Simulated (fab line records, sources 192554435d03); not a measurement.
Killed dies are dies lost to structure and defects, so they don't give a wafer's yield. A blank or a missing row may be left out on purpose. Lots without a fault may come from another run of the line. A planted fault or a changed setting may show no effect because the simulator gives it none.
Chamber matching | flow n5_finfet | N5_BEOL_M1_STRIP_36 on rie_diel-06: 4 sister chambers
The step strips in N2/H2. 4 wafers are shown with their chamber, then 7 later ones without.

WAFERS WITH THEIR CHAMBER
wafer  | chamber | showerhead_plenum_p_Torr (Torr)
L084.2 | 1       | 2.50
L085.5 | 2       | 2.55
L088.2 | 3       | 2.68
L088.5 | 0       | 2.58

WAFERS WITHOUT THEIR CHAMBER
wafer  | showerhead_plenum_p_Torr (Torr)
L088.6 | 2.50
L091.2 | 2.50
L091.4 | 2.58
L091.6 | 2.68
L094.1 | 2.68
L094.5 | 2.50
L094.6 | 2.54

WHICH CHAMBER EACH WENT THROUGH
wafer  | from the rows above | in truth
L088.6 | 1                   | 1
L091.2 | 1                   | 1
L091.4 | 0                   | 0
L091.6 | 3                   | 3
L094.1 | 3                   | 3
L094.5 | 1                   | 1
L094.6 | 2                   | 2
Placed correctly: 7 of 7. Can't be placed from these rows: 0. Placed wrongly: 0.
How it was worked out, from the rows above alone: a wafer's distance from a chamber is the root of the sum, over the readings, of the square of ((its reading less the chamber's mean) divided by the reading's scatter). The wafer belongs to the nearest chamber; if the next one is less than 2 further off, it can't be placed. A chamber's mean is the mean of its shown wafers. The scatter: with one shown wafer a chamber, the root of the mean of the squares of how far each hidden wafer lies from its nearest shown one.
